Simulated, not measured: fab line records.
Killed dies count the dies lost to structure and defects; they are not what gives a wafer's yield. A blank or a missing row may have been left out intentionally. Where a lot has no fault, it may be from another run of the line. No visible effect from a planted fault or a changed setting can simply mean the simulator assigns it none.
Split-lot experiment -- flow n5-finfet -- 7 lots, 39 wafers read, on a route of 1938 steps

THE SPLIT
At N5_MOL_CONTACT_COAG_ALD_27 (deposits SiOC, target thk 17 nm, pulse time 1.5 s, time 2720 s), the setting ald-cycles was moved away from the recipe's 340 on 9 of the 39 wafers read, by -26.2% to +53.8%. For the rest of the wafers, this setting stayed at what the recipe calls for.

Reading taken at the split's own step.

THE READING
SiOC_of_MOL_CONTACT_COAG_ALD_27.thk-nm (the simulator's own value, which no gauge read), in nm, at N5_MOL_CONTACT_COAG_ALD_27 (deposits SiOC, target thk 17 nm, pulse time 1.5 s, time 2720 s). No usual value for it is given in the file. Average 17.0 nm, standard deviation 0.1 nm, over the 30 wafers here run with the recipe.

wafer,"tool, chamber at the split",ald-cycles as run,against the recipe,"SiOC_of_MOL_CONTACT_COAG_ALD_27.thk-nm, nm",against lot-mates on the recipe
L075.1,"ald-sin-02, 0,3,1,2,0,3",340,recipe,17,-
L075.2,"ald-sin-02, 0,3,1,2,0,3",340,recipe,17,-
L075.3,"ald-sin-02, 0,3,1,2,0,3",340,recipe,17,-
L075.4,"ald-sin-02, 0,3,1,2,0,3",340,recipe,17,-
L075.5,"ald-sin-02, 0,3,1,2,0,3",340,recipe,17,-
L075.6,"ald-sin-02, 0,3,1,2,0,3",340,recipe,17,-
L079.1,"ald-sin-01, 2",340,recipe,17.2,-
L079.2,"ald-sin-01, 3,1",340,recipe,17,-
L079.4,"ald-sin-01, 3,1",340,recipe,17,-
L079.3,"ald-sin-01, 0,1,0",340,recipe,16.8,-
L079.5,"ald-sin-01, 0,1,0",340,recipe,16.8,-
L079.6,"ald-sin-01, 0,1,0",340,recipe,16.8,-
L085.1,"ald-sin-02, 0,1",523,+53.8%,26.2,+9.1
L085.3,"ald-sin-02, 0,1",523,+53.8%,26.2,+9.1
L085.2,"ald-sin-02, 3,1",340,recipe,17,-
L085.5,"ald-sin-02, 3,1",340,recipe,17,-
L085.4,"ald-sin-02, 2",340,recipe,17.2,-
L085.6,"ald-sin-02, 2",523,+53.8%,26.4,+9.3
L087.1,"ald-sin-03, 3,0,1,2,1",340,recipe,17,-
L087.2,"ald-sin-03, 3,0,1,2,1",340,recipe,17,-
L087.3,"ald-sin-03, 3,0,1,2,1",340,recipe,17,-
L087.5,"ald-sin-03, 3,0,1,2,1",340,recipe,17,-
L087.6,"ald-sin-03, 3,0,1,2,1",340,recipe,17,-
L087.4,"ald-sin-03, 2",340,recipe,17.2,-
L090.1,"ald-sin-03, 1,3,1",251,-26.2%,12.6,-4.4
L090.4,"ald-sin-03, 1,3,1",251,-26.2%,12.6,-4.4
L090.6,"ald-sin-03, 1,3,1",251,-26.2%,12.6,-4.4
L090.2,"ald-sin-03, 0,2,2",340,recipe,17,-
L090.3,"ald-sin-03, 0,2,2",340,recipe,17,-
L090.5,"ald-sin-03, 0,2,2",340,recipe,17,-
L095.1,"ald-sin-02, 1",422,+24.1%,21,+3.9
L095.2,"ald-sin-02, 2,0",422,+24.1%,21.2,+4.1
L095.4,"ald-sin-02, 2,0",422,+24.1%,21.2,+4.1
L095.3,"ald-sin-02, 3,1",340,recipe,17,-
L095.6,"ald-sin-02, 3,1",340,recipe,17,-
L095.5,"ald-sin-02, 0",340,recipe,17.2,-
L097.1,"ald-sin-01, 1",340,recipe,16.8,-
L097.3,"ald-sin-01, 2,1",340,recipe,17,-
L097.6,"ald-sin-01, 2,1",340,recipe,17,-
The file does not say which wafer passed through which chamber wherever a row lists several chambers: such a row stands for several wafers.

THE FIT
A straight line over all 39 wafers: SiOC_of_MOL_CONTACT_COAG_ALD_27.thk-nm changes by +0.171 nm for each +1% of ald-cycles; r = +1.00; the points scatter about the line by 0.1 nm.
The same after taking each lot's own level away (the mean of its wafers on the recipe; 39 wafers): +0.17 nm for each +1%; r = +1.00; scatter 0.093 nm.
Per that fit: largest ald-cycles move, reading shift of 9.2 nm.
From 16.93 to 17.07 nm: that is the span of the lots' own levels, equal to 1.3 times the standard deviation above.
So the lot-to-lot level changes the slope little: the two slopes agree.
Check: with one of the wafers moved furthest among these (+53.8%) left out of the fit, the line predicts +9.17 nm for it against its lot-mates. It came out at +9.13 nm against them.

OTHER SPLITS APPLIED TO THESE WAFERS
These wafers also went through other splits before the reading. Each is held against what the fit with the lots' levels taken away leaves over:
other split on the same wafers,wafers away from the commonest value,r with SiOC_of_MOL_CONTACT_COAG_ALD_27.thk-nm (lot level and that fit taken away)
N5_SPACER0_ALD_00 ald-cycles,15,+0.15
N5_SD_EPI_N_EPI_21 time-s,15,-0.01

FILE'S OWN FIT
SiOC_of_MOL_CONTACT_COAG_ALD_27.thk-nm changes by +0.17 nm for each +1% of ald-cycles, r = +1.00.
